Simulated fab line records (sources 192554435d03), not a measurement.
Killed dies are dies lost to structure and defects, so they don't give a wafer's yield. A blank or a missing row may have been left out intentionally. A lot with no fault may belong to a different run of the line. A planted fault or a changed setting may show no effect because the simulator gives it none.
Matching of chambers | flow n5Finfet | N5_BEOL_M0_STRIP_140 on rieDiel-06: 4 sister chambers
The step strips in CF4. 4 wafers are shown with their chamber, then 7 later ones without.

WAFERS, EACH WITH ITS CHAMBER
wafer  | chamber | drypumpMotorCurrentA (A)
L088.2 | 0       | 6.3
L088.5 | 3       | 5.0
L092.1 | 2       | 5.9
L092.4 | 1       | 6.5

WAFERS WHOSE CHAMBER IS MISSING
wafer  | drypumpMotorCurrentA (A)
L092.6 | 6.3
L093.3 | 6.3
L093.4 | 6.5
L093.5 | 6.5
L097.1 | 6.5
L097.3 | 5.9
L097.5 | 5.1

WHICH CHAMBER EACH WENT THROUGH
wafer  | from the rows above | in truth
L092.6 | 0                   | 0
L093.3 | 0                   | 0
L093.4 | 1                   | 1
L093.5 | 1                   | 1
L097.1 | 1                   | 1
L097.3 | 2                   | 2
L097.5 | 3                   | 3
Placed correctly: 7 of 7. Can't be placed from these rows: 0. Number placed wrongly: 0.
How it was worked out, from the rows above alone: a wafer's distance from a chamber is the root of the sum, over the readings, of the square of ((its reading less the chamber's mean) divided by the reading's scatter). If the next closest chamber is less than 2 further off than the closest, the wafer can't be placed; otherwise it belongs to the closest. For every chamber, the mean is computed from those of its wafers that are shown. The scatter: root of mean squared gap, hidden wafer to nearest shown wafer, with one shown wafer a chamber.
